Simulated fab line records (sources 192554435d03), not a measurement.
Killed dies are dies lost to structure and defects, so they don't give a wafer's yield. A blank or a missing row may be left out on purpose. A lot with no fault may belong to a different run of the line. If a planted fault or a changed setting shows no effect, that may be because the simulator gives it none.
Chamber matching -- flow n5Finfet -- N5_HKMG_FIN_ETCH_86 on rieDiel-04: 4 sister chambers
The step etches SOC in N2/H2, stops on TiN, target depth 393.2 nm. 4 wafers are shown with their chamber, then 11 later ones without.

== WAFERS PAIRED WITH THEIR CHAMBERS ==
wafer,chamber,drypumpMotorCurrentA (A)
L085.6,2,5.7
L089.5,1,5.9
L089.6,0,6.7
L090.1,3,6.3

== WAFERS WHOSE CHAMBER IS MISSING ==
wafer,drypumpMotorCurrentA (A)
L090.2,5.9
L090.5,6.2
L091.2,5.9
L091.3,6.7
L091.4,6.2
L092.2,6.2
L092.5,5.7
L092.6,5.9
L096.1,6.7
L096.3,6.2
L096.4,5.7

== EACH ONE'S CHAMBER ==
wafer,from the rows above,in truth
L090.2,1,1
L090.5,3,3
L091.2,1,1
L091.3,0,0
L091.4,3,3
L092.2,3,3
L092.5,2,2
L092.6,1,1
L096.1,0,0
L096.3,3,3
L096.4,2,2
Correct placement for 11 of the 11. Can't be placed from these rows: 0. 0 placed wrongly.
How it was worked out, from the rows above alone: a wafer's distance from a chamber is the root of the sum, over the readings, of the square of ((its reading less the chamber's mean) divided by the reading's scatter). If the next closest chamber is less than 2 further off than the closest, the wafer can't be placed; otherwise it belongs to the closest. For every chamber, the mean is computed from those of its wafers that are shown. The scatter (one wafer shown for each chamber): square how far every hidden wafer sits from the nearest shown wafer, average those squares and take the square root.
